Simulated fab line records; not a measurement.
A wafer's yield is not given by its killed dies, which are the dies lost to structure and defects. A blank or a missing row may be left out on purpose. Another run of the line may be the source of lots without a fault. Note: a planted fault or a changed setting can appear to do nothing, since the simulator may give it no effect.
Which tool was responsible? -- flow n5 finfet -- 72 wafers from 24 lots sampled at 6 of the route's 1938 steps

== WHAT EACH GAUGE READ, for each wafer ==
N5_BEOL_M8_INSPECT_30: inspects for defects (brightfield).
lot,measured,on,raw defect count
L074,day 10 12:49,defect inspect-02,382 416 348
L076,day 11 04:03,defect inspect-01,286 303 384
L075,day 11 03:58,defect inspect-02,300 334 523
L078,day 12 00:52,defect inspect-02,292 337 380
L077,day 12 01:36,defect inspect-02,312 396 448
L079,day 12 01:26,defect inspect-01,460 422 451
L081,day 12 01:02,defect inspect-02,287 401 367
L080,day 12 03:26,defect inspect-01,326 294 398
L083,day 13 03:47,defect inspect-02,407 405 465
L082,day 13 10:22,defect inspect-01,270 288 326
L084,day 13 13:09,defect inspect-02,441 305 360
L086,day 13 19:44,defect inspect-02,397 416 396
L085,day 13 19:59,defect inspect-02,491 538 567
L089,day 14 01:52,defect inspect-02,524 413 613
L087,day 14 04:07,defect inspect-01,394 382 363
L088,day 14 19:02,defect inspect-01,367 417 502
L091,day 14 21:22,defect inspect-02,440 479 360
L090,day 14 21:53,defect inspect-02,324 432 533
L092,day 15 03:58,defect inspect-01,421 330 468
L093,day 15 04:00,defect inspect-01,521 472 529
L094,day 15 18:40,defect inspect-01,342 251 203
L095,day 16 13:36,defect inspect-01,257 286 329
L096,day 16 15:52,defect inspect-01,503 546 329
L097,day 17 06:25,defect inspect-02,401 733 467

N5_BEOL_M8_THK_MEAS_53: measures by xrf.
lot,measured,on,M8_THK (nm)
L074,day 10 17:37,film metro-01,78.8 82.6 81.9
L076,day 11 06:56,film metro-02,83.6 80.2 81.0
L075,day 11 07:19,film metro-02,80.5 79.1 79.8
L078,day 12 05:37,film metro-02,80.1 83.4 81.4
L077,day 12 06:26,film metro-01,83.5 83.1 84.6
L079,day 12 06:17,film metro-02,84.6 79.3 79.9
L081,day 12 06:10,film metro-01,82.0 80.5 79.8
L080,day 12 07:04,film metro-02,82.5 82.9 82.5
L083,day 13 07:53,film metro-02,83.7 84.0 83.6
L082,day 13 13:14,film metro-01,83.3 82.0 82.0
L084,day 13 17:01,film metro-01,84.8 83.3 85.6
L086,day 13 23:11,film metro-02,83.6 82.6 82.6
L085,day 13 23:27,film metro-02,83.6 79.5 80.9
L089,day 14 05:59,film metro-01,81.6 80.3 80.5
L087,day 14 07:14,film metro-02,82.8 80.2 81.2
L088,day 14 21:53,film metro-02,80.6 80.2 79.1
L091,day 15 01:44,film metro-02,81.5 79.8 83.2
L090,day 15 02:00,film metro-02,83.7 81.9 82.6
L092,day 15 06:52,film metro-01,80.3 85.7 82.1
L093,day 15 07:13,film metro-01,81.9 81.0 82.4
L094,day 15 22:05,film metro-01,82.2 83.7 82.8
L095,day 16 16:58,film metro-01,84.0 83.6 84.3
L096,day 16 20:13,film metro-01,83.7 81.6 81.6
L097,day 17 09:40,film metro-02,77.2 78.3 77.2

N5_BEOL_M8_RS_MEAS_57: a four-point-probe measurement.
lot,measured,on,M8_RS (ohm/sq)
L074,day 10 17:44,film metro-02,0.299 0.281 0.284
L076,day 11 07:04,film metro-01,0.273 0.286 0.283
L075,day 11 07:28,film metro-01,0.284 0.288 0.286
L078,day 12 05:45,film metro-01,0.290 0.276 0.282
L077,day 12 06:34,film metro-01,0.275 0.277 0.272
L079,day 12 06:25,film metro-01,0.270 0.292 0.289
L081,day 12 06:17,film metro-01,0.279 0.285 0.289
L080,day 12 07:12,film metro-01,0.279 0.276 0.277
L083,day 13 08:03,film metro-01,0.274 0.275 0.274
L082,day 13 13:22,film metro-01,0.280 0.286 0.285
L084,day 13 17:08,film metro-02,0.272 0.277 0.270
L086,day 13 23:19,film metro-01,0.274 0.279 0.280
L085,day 13 23:37,film metro-01,0.272 0.288 0.283
L089,day 14 06:07,film metro-02,0.282 0.288 0.284
L087,day 14 07:22,film metro-02,0.277 0.286 0.283
L088,day 14 22:01,film metro-02,0.288 0.289 0.293
L091,day 15 01:52,film metro-01,0.281 0.289 0.274
L090,day 15 02:08,film metro-02,0.274 0.279 0.277
L092,day 15 07:00,film metro-01,0.290 0.271 0.283
L093,day 15 07:21,film metro-01,0.284 0.288 0.283
L094,day 15 22:13,film metro-01,0.285 0.279 0.281
L095,day 16 17:05,film metro-01,0.279 0.278 0.278
L096,day 16 20:21,film metro-01,0.277 0.287 0.286
L097,day 17 09:47,film metro-02,0.300 0.295 0.299

N5_BEOL_M9_CD_MEAS_18: pitch 140 nm, target cd 70 nm.
lot,measured,on,cd nm (nm)
L074,day 10 20:46,cd sem-03,69.9 69.7 69.5
L076,day 11 11:12,cd sem-02,69.9 69.6 69.7
L075,day 11 11:42,cd sem-03,70.1 69.8 70.2
L078,day 12 07:32,cd sem-01,70.2 70.6 70.4
L077,day 12 12:04,cd sem-02,70.4 69.4 70.6
L079,day 12 12:01,cd sem-03,69.9 69.9 70.4
L081,day 12 11:46,cd sem-01,70.2 71.0 70.6
L080,day 12 12:14,cd sem-01,70.5 70.5 70.2
L083,day 13 11:19,cd sem-02,70.1 69.5 70.2
L082,day 13 17:15,cd sem-02,69.5 70.2 69.9
L084,day 13 21:03,cd sem-02,69.8 70.0 70.0
L086,day 14 03:17,cd sem-01,70.3 70.6 70.1
L085,day 14 03:28,cd sem-03,69.3 70.4 69.4
L089,day 14 08:37,cd sem-02,69.6 70.3 69.3
L087,day 14 11:51,cd sem-01,69.6 69.5 69.7
L088,day 15 01:25,cd sem-02,68.9 69.3 69.7
L091,day 15 06:00,cd sem-03,70.6 69.7 70.4
L090,day 15 05:41,cd sem-03,69.9 70.7 69.4
L092,day 15 09:14,cd sem-01,70.5 70.2 70.6
L093,day 15 09:32,cd sem-01,69.1 69.9 70.4
L094,day 16 01:18,cd sem-02,70.6 69.9 70.1
L095,day 16 20:18,cd sem-01,70.0 70.2 69.8
L096,day 16 23:35,cd sem-01,69.7 70.0 69.7
L097,day 17 13:25,cd sem-03,69.4 70.1 69.6

== TOOL THAT RAN EACH LOT (tool first, then ch and the chambers of the sampled wafers, then the start) ==
lot,N5_BEOL_M8_STRIP_67,N5_BEOL_M9_STRIP_19
L074,"rie diel-04 ch 0,2,3, day 10 10:38","rie diel-05 ch 0,1, day 10 20:42"
L076,"rie diel-03 ch 0,2, day 11 01:31","rie diel-02 ch 1,2,3, day 11 11:08"
L075,"rie diel-04 ch 1,2,3, day 11 02:11","rie diel-02 ch 1,2,3, day 11 11:38"
L078,"rie diel-04 ch 0,2, day 11 20:34","rie diel-05 ch 0,3, day 12 07:28"
L077,"rie diel-03 ch 0,1,3, day 11 20:44","rie diel-06 ch 1,2,3, day 12 12:00"
L079,"rie diel-03 ch 2,3, day 11 21:00","rie diel-02 ch 0,2,3, day 12 11:56"
L081,"rie diel-01 ch 0,1,2, day 11 21:01","rie diel-06 ch 1,2,3, day 12 11:43"
L080,"rie diel-03 ch 2,3, day 12 02:00","rie diel-06 ch 1,2, day 12 12:10"
L083,"rie diel-01 ch 1,2, day 13 02:53","rie diel-02 ch 1,2,3, day 13 11:15"
L082,"rie diel-03 ch 1,2,3, day 13 07:32","rie diel-02 ch 0,1,2, day 13 17:11"
L084,"rie diel-01 ch 0,1, day 13 12:16","rie diel-02 ch 0,2,3, day 13 20:59"
L086,"rie diel-01 ch 1,2, day 13 18:59","rie diel-06 ch 1,2,3, day 14 03:13"
L085,"rie diel-03 ch 0,3, day 13 19:10","rie diel-06 ch 1,3, day 14 03:24"
L089,"rie diel-03 ch 1,3, day 14 00:35","rie diel-05 ch 0,2, day 14 08:32"
L087,"rie diel-01 ch 1,2, day 14 02:56","rie diel-02 ch 0,2,3, day 14 11:47"
L088,"rie diel-04 ch 0,1, day 14 18:07","rie diel-06 ch 0,2, day 15 01:21"
L091,"rie diel-03 ch 0,2, day 14 20:34","rie diel-02 ch 0,2,3, day 15 05:56"
L090,"rie diel-01 ch 1,2,3, day 14 20:44","rie diel-05 ch 0,1, day 15 05:37"
L092,"rie diel-04 ch 1,2,3, day 15 02:02","rie diel-02 ch 0,1,3, day 15 09:10"
L093,"rie diel-03 ch 0,1, day 15 02:08","rie diel-02 ch 0,1,2, day 15 09:28"
L094,"rie diel-01 ch 1,2, day 15 16:25","rie diel-05 ch 1,3, day 16 01:14"
L095,"rie diel-03 ch 0,3, day 16 11:48","rie diel-05 ch 0,1, day 16 20:14"
L096,"rie diel-03 ch 0,1,2, day 16 14:22","rie diel-02 ch 0,2,3, day 16 23:31"
L097,"rie diel-03 ch 1,3, day 17 05:46","rie diel-06 ch 0,2, day 17 13:21"
- N5_BEOL_M8_STRIP_67: strips in CF4.
- N5_BEOL_M9_STRIP_19: strips in O2.

== WHAT THE TOOLS THEMSELVES READ (means of the sampled wafers that have a number; where no wafer has one, the mark that the record gives instead) ==
N5_BEOL_M8_STRIP_67.
lot,tool,cf4 flow sccm (sccm),drypump motor current A (A),oes product au (a.u.),rf vpp V (V),showerhead plenum p Torr (Torr),throttle valve pct (%)
L074,rie diel-04,150.1,5.8,0.87,271.4,1.82,13.41
L076,rie diel-03,150.0,5.4,0.86,269.8,1.75,13.43
L075,rie diel-04,150.3,5.7,0.85,273.3,1.86,13.36
L078,rie diel-04,150.0,5.6,0.82,271.0,1.77,13.43
L077,rie diel-03,149.9,5.6,0.81,271.8,1.83,13.58
L079,rie diel-03,149.9,5.1,0.70,269.9,1.75,13.85
L081,rie diel-01,149.8,5.4,0.83,271.3,1.86,13.49
L080,rie diel-03,149.9,5.0,0.71,271.0,1.79,13.90
L083,rie diel-01,149.9,5.2,0.84,273.1,1.89,13.50
L082,rie diel-03,149.6,5.5,0.73,272.1,1.81,13.79
L084,rie diel-01,150.3,5.3,0.81,272.5,1.86,13.54
L086,rie diel-01,149.6,5.2,0.83,273.6,1.89,13.50
L085,rie diel-03,149.5,5.0,0.76,272.1,1.81,13.75
L089,rie diel-03,150.2,5.4,0.73,272.7,1.85,13.83
L087,rie diel-01,149.9,5.2,0.83,274.0,1.89,13.48
L088,rie diel-04,150.0,5.1,0.82,271.9,1.84,13.37
L091,rie diel-03,149.5,5.4,0.92,272.0,1.81,13.31
L090,rie diel-01,149.9,5.6,0.82,272.7,1.84,13.55
L092,rie diel-04,150.2,5.7,0.81,272.2,1.86,13.44
L093,rie diel-03,150.3,5.8,0.84,271.0,1.80,13.43
L094,rie diel-01,149.9,5.2,0.81,272.7,1.88,13.54
L095,rie diel-03,150.2,5.0,0.95,271.3,1.80,13.40
L096,rie diel-03,150.0,5.7,0.85,272.5,1.84,13.43
L097,rie diel-03,149.7,5.3,0.90,271.1,1.84,13.51

N5_BEOL_M9_STRIP_19.
lot,tool,drypump motor current A (A),oes product au (a.u.),rf vpp V (V),showerhead plenum p Torr (Torr),temp c (C),throttle valve pct (%)
L074,rie diel-05,5.3,0.75,3.9,2.15,40.09,16.54
L076,rie diel-02,5.8,0.82,3.6,2.13,40.02,16.57
L075,rie diel-02,5.7,0.83,3.0,2.13,39.97,16.57
L078,rie diel-05,5.3,0.74,3.4,2.18,40.08,16.54
L077,rie diel-06,5.9,0.84,3.9,2.04,40.06,16.69
L079,rie diel-02,5.5,0.80,4.1,2.09,39.89,16.51
L081,rie diel-06,5.9,0.85,3.6,2.04,39.93,16.69
L080,rie diel-06,5.7,0.85,3.9,2.04,39.94,16.63
L083,rie diel-02,5.7,0.81,4.3,2.12,39.97,16.58
L082,rie diel-02,6.1,0.80,3.4,2.15,40.09,16.60
L084,rie diel-02,5.5,0.79,3.6,2.08,39.93,16.52
L086,rie diel-06,5.9,0.82,3.5,2.04,40.05,16.71
L085,rie diel-06,5.6,0.76,4.0,2.02,40.04,16.83
L089,rie diel-05,5.2,0.81,4.0,2.08,40.08,16.52
L087,rie diel-02,5.5,0.78,3.8,2.08,40.02,16.54
L088,rie diel-06,6.3,0.95,3.9,2.06,39.97,16.29
L091,rie diel-02,5.5,0.77,3.2,2.08,39.95,16.55
L090,rie diel-05,5.3,0.72,3.2,2.14,40.14,16.57
L092,rie diel-02,5.6,0.78,3.1,2.11,39.91,16.49
L093,rie diel-02,6.1,0.78,3.3,2.15,39.92,16.62
L094,rie diel-05,5.9,0.71,4.0,2.11,40.22,16.54
L095,rie diel-05,5.3,0.71,3.4,2.13,39.93,16.60
L096,rie diel-02,5.5,0.76,4.0,2.08,39.88,16.56
L097,rie diel-06,6.5,0.90,3.6,2.05,40.02,16.45

== THE ANSWER, worked out from the rows above alone ==
Rule: the usual values come from the lots themselves. The widest of any qualifying gaps counts: lots, ordered by their means at a reading, are off when they make up no more than a third of the lots, leave a main group of 4 or more, and stand apart from it by 3 or more times the standard deviation of that group's means. The tables above print the reading to a certain number of digits; a main group whose means all agree to those digits is not used. A lot without any number at a reading at which 4 lots or more have one is off too. Where the step has rows for the other lots, those lots are counted as sound. The gauges are gone through in route order, then the tools' own readings, and for those a lot's mean is taken as printed above. The first step at which some lot is off is used, and at that step the reading that is off furthest; a lot without a number counts as furthest.
Across all readings shown, no lot is off: no conclusion can be drawn from this.

== WHAT THE SIMULATOR HAD PUT IN ==
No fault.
